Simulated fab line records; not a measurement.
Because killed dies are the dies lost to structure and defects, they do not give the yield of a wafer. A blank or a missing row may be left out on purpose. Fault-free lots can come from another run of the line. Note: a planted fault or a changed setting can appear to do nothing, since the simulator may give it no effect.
Chamber matching	flow n5-finfet	rie-diel-01 running N5_BEOL_M5_DESCUM_16: 4 sister chambers
The step chemistry O2, time 7 s. 14 wafers are shown with their chamber, then 7 later ones without.

WAFERS WITH THEIR CHAMBER
wafer	chamber	drypump-motor-current-A (A)	showerhead-plenum-p-Torr (Torr)	throttle-valve-pct (%)
L077.1	3	4.7	2.03	20.25
L077.2	2	5.0	2.04	20.25
L077.5	3	4.7	2.03	20.25
L083.3	0	5.7	2.18	20.57
L083.4	3	4.7	2.03	20.27
L083.5	0	5.7	2.18	20.59
L088.1	2	4.9	2.04	20.27
L088.4	1	5.8	2.00	20.16
L088.5	0	5.7	2.17	20.60
L089.1	0	5.7	2.17	20.61
L089.3	3	4.7	2.02	20.28
L089.6	0	5.7	2.17	20.61
L095.1	0	5.7	2.17	20.64
L095.4	0	5.7	2.17	20.62

SIGNATURES (averages over the wafers above)
reading	chamber 0	chamber 1	chamber 2	chamber 3	scatter within a chamber
drypump-motor-current-A	5.700	5.800	4.950	4.700	0.0224
showerhead-plenum-p-Torr	2.1729	2.0000	2.0400	2.0275	0.00467
throttle-valve-pct	20.6057	20.1600	20.2600	20.2625	0.0196
Rule: for a wafer and a chamber, the distance is found by dividing, reading by reading, the gap between the wafer's reading and the chamber's mean by the reading's scatter, squaring, summing and taking the root. If the next closest chamber is less than 2 further off than the closest, the wafer can't be placed; otherwise it belongs to the closest. The scatter: the root of (the sum of the squares of (reading less its chamber's mean) over the shown wafers, divided by (wafers less chambers)).

WAFERS MISSING THEIR CHAMBER
wafer	drypump-motor-current-A (A)	showerhead-plenum-p-Torr (Torr)	throttle-valve-pct (%)
L095.5	5.8	1.99	20.17
L093.3	5.7	2.17	20.62
L093.4	5.7	2.17	20.61
L093.6	5.8	1.99	20.19
L096.3	5.8	1.99	20.22
L096.4	4.7	2.02	20.33
L096.6	4.7	2.02	20.32

CHAMBER TAKEN BY EACH
wafer	from the rows above	in truth
L095.5	1	1
L093.3	0	0
L093.4	0	0
L093.6	1	1
L096.3	1	1
L096.4	3	3
L096.6	3	3
7 of 7 placed correctly. From these rows, 0 cannot be placed. 0 placed wrongly.
